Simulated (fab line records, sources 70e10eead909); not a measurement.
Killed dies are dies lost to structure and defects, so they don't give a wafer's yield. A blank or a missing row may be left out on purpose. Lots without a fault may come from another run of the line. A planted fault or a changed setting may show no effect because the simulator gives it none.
Which tool did it? | flow nand_harc | 13 lots, 39 wafers sampled, at 5 steps of a route of 1302

WHAT THE GAUGES READ, wafer by wafer
NHARC_P_STI_CD_MEAS_16. Usual: cd_nm 199.7 nm, standard deviation 2.1.
lot  | measured     | on        | cd_nm (nm)        | flag
L852 | day 2 21:37  | cd_sem-02 | 200.7 201.0 198.6 |
L853 | day 3 08:30  | cd_sem-03 | 198.4 198.9 197.3 |
L854 | day 3 14:52  | cd_sem-02 | 201.2 201.8 203.0 |
L857 | day 4 22:24  | cd_sem-02 | 197.0 198.0 196.8 |
L859 | day 5 21:50  | cd_sem-01 | 201.6 202.7 204.2 |
L860 | day 6 03:28  | cd_sem-01 | 197.6 200.5 198.6 |
L861 | day 6 14:17  | cd_sem-03 | 197.0 194.2 197.3 |
L862 | day 7 00:03  | cd_sem-03 | 201.9 202.4 202.7 |
L863 | day 7 09:19  | cd_sem-03 | 198.1 199.5 197.9 |
L865 | day 8 05:07  | cd_sem-02 | 201.3 200.7 202.2 |
L867 | day 9 01:32  | cd_sem-01 | 198.3 198.6 198.8 |
L868 | day 9 11:59  | cd_sem-01 | 200.7 196.8 199.5 |
L872 | day 11 07:59 | cd_sem-02 | 199.9 201.9 197.4 |

NHARC_P_GATE_CD_MEAS_46: target cd 720 nm. Usual: cd_nm 719.8 nm, standard deviation 1.2.
lot  | measured     | on        | cd_nm (nm)        | flag
L852 | day 5 17:58  | cd_sem-02 | 720.8 720.4 721.1 |
L853 | day 6 00:12  | cd_sem-01 | 720.8 721.6 720.9 |
L854 | day 6 03:13  | cd_sem-03 | 718.8 717.9 719.2 |
L857 | day 7 14:56  | cd_sem-01 | 719.5 720.7 720.8 |
L859 | day 8 16:11  | cd_sem-01 | 721.1 721.1 721.5 |
L860 | day 8 16:23  | cd_sem-02 | 719.0 720.1 720.7 |
L861 | day 9 17:59  | cd_sem-01 | 720.8 719.4 718.4 |
L862 | day 9 18:18  | cd_sem-03 | 720.3 721.5 718.6 |
L863 | day 10 02:52 | cd_sem-01 | 720.3 720.0 719.0 |
L865 | day 10 17:41 | cd_sem-01 | 719.5 719.4 721.2 |
L867 | day 11 19:05 | cd_sem-02 | 719.0 719.3 720.3 |
L868 | day 12 11:48 | cd_sem-03 | - - -             | OFF
L872 | day 14 01:59 | cd_sem-02 | 717.7 720.3 720.8 |

WHICH TOOL RAN EACH LOT (tool, then ch and the chambers of the sampled wafers, then the start)
lot  | NHARC_P_STI_DESCUM_14              | NHARC_P_GATE_ETCH_32             | NHARC_P_GATE_EXPOSE_43
L852 | rie_diel-03 ch 1,2,3, day 2 21:12  | rie_si-04 ch 0,1,3, day 5 06:37  | krf_scanner-03 ch 0, day 5 17:48
L853 | rie_diel-03 ch 1,2,3, day 3 08:04  | rie_si-04 ch 1,2,3, day 5 13:05  | krf_scanner-03 ch 0, day 6 00:02
L854 | rie_diel-03 ch 1,2,3, day 3 14:27  | rie_si-04 ch 2,3, day 5 15:50    | krf_scanner-02 ch 0, day 6 03:04
L857 | rie_diel-07 ch 0,2,3, day 4 21:58  | rie_si-01 ch 0,2,3, day 7 03:35  | krf_scanner-02 ch 0, day 7 14:47
L859 | rie_diel-03 ch 2,3, day 5 21:23    | rie_si-02 ch 1,2, day 8 04:50    | krf_scanner-02 ch 0, day 8 16:02
L860 | rie_diel-08 ch 2,3, day 6 03:01    | rie_si-01 ch 1,2, day 8 04:55    | krf_scanner-03 ch 0, day 8 16:14
L861 | rie_diel-03 ch 1,3, day 6 13:50    | rie_si-02 ch 0,2, day 9 06:45    | krf_scanner-03 ch 0, day 9 17:49
L862 | rie_diel-07 ch 0,3, day 6 23:37    | rie_si-04 ch 0,3, day 9 06:47    | krf_scanner-04 ch 0, day 9 18:08
L863 | rie_diel-07 ch 0,2,3, day 7 08:52  | rie_si-02 ch 0,2,3, day 9 15:41  | krf_scanner-04 ch 0, day 10 02:43
L865 | rie_diel-03 ch 0,2,3, day 8 04:41  | rie_si-02 ch 0,1,3, day 10 06:19 | krf_scanner-02 ch 0, day 10 17:32
L867 | rie_diel-07 ch 0,1,3, day 9 01:06  | rie_si-01 ch 1,2,3, day 11 05:41 | krf_scanner-03 ch 0, day 11 18:56
L868 | rie_diel-08 ch 1,2,3, day 9 11:34  | rie_si-02 ch 1,2, day 12 00:35   | krf_scanner-03 ch 0, day 12 11:39
L872 | rie_diel-08 ch 0,1,3, day 11 07:32 | rie_si-04 ch 1,2,3, day 13 14:41 | krf_scanner-03 ch 0, day 14 01:50
- NHARC_P_STI_DESCUM_14: chemistry O2, time 3 s.
- NHARC_P_GATE_ETCH_32: etches the open film in HBr/Cl2, target depth 150 nm, time 100.1 s.
- NHARC_P_GATE_EXPOSE_43: exposes mask P NSD, target cd 720 nm.

WHAT THE TOOLS THEMSELVES READ (means of the sampled wafers that have a number; where no wafer has one, the mark that the record gives instead)
NHARC_P_STI_DESCUM_14. Usual: drypump_motor_current_A 5.7 A, standard deviation 0.48; oes_product_au 1.000 a.u., standard deviation 0.0075; rf_vpp_V 57.8 V, standard deviation 0.91; showerhead_plenum_p_Torr 1.91 Torr, standard deviation 0.077; throttle_valve_pct 11.311 %, standard deviation 0.0084.
lot  | tool        | drypump_motor_current_A (A) | oes_product_au (a.u.) | rf_vpp_V (V) | showerhead_plenum_p_Torr (Torr) | throttle_valve_pct (%) | flag
L852 | rie_diel-03 | 5.6                         | 1.007                 | 58.1         | 1.93                            | 11.312                 |
L853 | rie_diel-03 | 5.6                         | 1.007                 | 57.7         | 1.93                            | 11.310                 |
L854 | rie_diel-03 | 5.6                         | 1.003                 | 58.6         | 1.93                            | 11.308                 |
L857 | rie_diel-07 | 5.3                         | 0.999                 | 58.1         | 1.93                            | 11.304                 |
L859 | rie_diel-03 | 5.4                         | 1.001                 | 57.3         | 1.86                            | 11.303                 |
L860 | rie_diel-08 | 5.6                         | 1.000                 | 58.0         | 1.98                            | 11.313                 |
L861 | rie_diel-03 | 5.6                         | 1.003                 | 58.6         | 1.92                            | 11.309                 |
L862 | rie_diel-07 | 5.4                         | 0.991                 | 58.2         | 1.97                            | 11.313                 |
L863 | rie_diel-07 | 5.3                         | 0.995                 | 58.0         | 1.93                            | 11.309                 |
L865 | rie_diel-03 | 5.7                         | 0.999                 | 56.8         | 1.85                            | 11.316                 |
L867 | rie_diel-07 | 5.6                         | 0.991                 | 58.3         | 1.95                            | 11.308                 |
L868 | rie_diel-08 | 6.0                         | 0.994                 | 57.7         | 1.91                            | 11.318                 |
L872 | rie_diel-08 | 6.3                         | 0.999                 | 58.0         | 1.89                            | 11.311                 |

NHARC_P_GATE_ETCH_32. Usual: drypump_motor_current_A 5.7 A, standard deviation 0.41; oes_product_au 1.000 a.u., standard deviation 0.007; rf_fwd_power_W 396.9 W, standard deviation 1.9; throttle_valve_pct 26.406 %, standard deviation 0.0092.
lot  | tool      | drypump_motor_current_A (A) | oes_product_au (a.u.) | rf_fwd_power_W (W) | throttle_valve_pct (%) | flag
L852 | rie_si-04 | 5.4                         | 1.003                 | 395.8              | 26.411                 |
L853 | rie_si-04 | 5.3                         | 0.994                 | 396.6              | 26.409                 |
L854 | rie_si-04 | 5.3                         | 0.997                 | 398.3              | 26.409                 |
L857 | rie_si-01 | 5.6                         | 0.998                 | 395.9              | 26.400                 |
L859 | rie_si-02 | 5.5                         | 1.002                 | 396.6              | 26.407                 |
L860 | rie_si-01 | 5.9                         | 0.993                 | 394.5              | 26.394                 |
L861 | rie_si-02 | 6.2                         | 0.999                 | 397.0              | 26.407                 |
L862 | rie_si-04 | 5.1                         | 0.996                 | 398.6              | 26.402                 |
L863 | rie_si-02 | 6.0                         | 0.996                 | 399.3              | 26.411                 |
L865 | rie_si-02 | 6.1                         | 1.004                 | 397.9              | 26.416                 |
L867 | rie_si-01 | 5.8                         | 0.999                 | 395.8              | 26.403                 |
L868 | rie_si-02 | 5.4                         | 0.994                 | 396.6              | 26.406                 |
L872 | rie_si-04 | 5.3                         | 1.001                 | 398.4              | 26.408                 |

NHARC_P_GATE_EXPOSE_43. Usual: exposure_dose_mJ_cm2 14.811, standard deviation 0.015; focus_offset_nm -0.1 nm, standard deviation 0.56.
lot  | tool           | exposure_dose_mJ_cm2 | focus_offset_nm (nm) | flag
L852 | krf_scanner-03 | 14.792               | -0.3                 |
L853 | krf_scanner-03 | 14.811               | 0.1                  |
L854 | krf_scanner-02 | 14.809               | 0.7                  |
L857 | krf_scanner-02 | 14.830               | 0.3                  |
L859 | krf_scanner-02 | 14.819               | 0.2                  |
L860 | krf_scanner-03 | 14.820               | 0.5                  |
L861 | krf_scanner-03 | 14.805               | 0.7                  |
L862 | krf_scanner-04 | 14.810               | -0.4                 |
L863 | krf_scanner-04 | 14.808               | -0.6                 |
L865 | krf_scanner-02 | 14.806               | 0.0                  |
L867 | krf_scanner-03 | 14.815               | 0.0                  |
L868 | krf_scanner-03 | 14.806               | -0.1                 |
L872 | krf_scanner-03 | 14.802               | -1.0                 |

THE ANSWER, worked out from the rows above alone
Rule: a lot is off if the mean of its wafers that have a number lies more than 3 standard deviations from the usual mean. A lot without any number at a reading at which 4 lots or more have one is off too. The other lots that the step has rows for count as sound. The gauges are gone through in route order, then the tools' own readings, and for those a lot's mean is taken as printed above. The first step at which some lot is off is used, and at that step the reading that is off furthest; a lot without a number counts as furthest.
Off: L868, at NHARC_P_GATE_CD_MEAS_46 (cd_nm). Without a number there: L868.
A tool fits if, at a process step before that reading, it ran every lot that is off, and no sound lot after the first of them. The gauges at NHARC_P_GATE_CD_MEAS_46 are tried like those tools. Can't be told from this: 2 tools fit, rie_si-02 at NHARC_P_GATE_ETCH_32, cd_sem-03 at NHARC_P_GATE_CD_MEAS_46.

WHAT THE SIMULATOR HAD PUT IN
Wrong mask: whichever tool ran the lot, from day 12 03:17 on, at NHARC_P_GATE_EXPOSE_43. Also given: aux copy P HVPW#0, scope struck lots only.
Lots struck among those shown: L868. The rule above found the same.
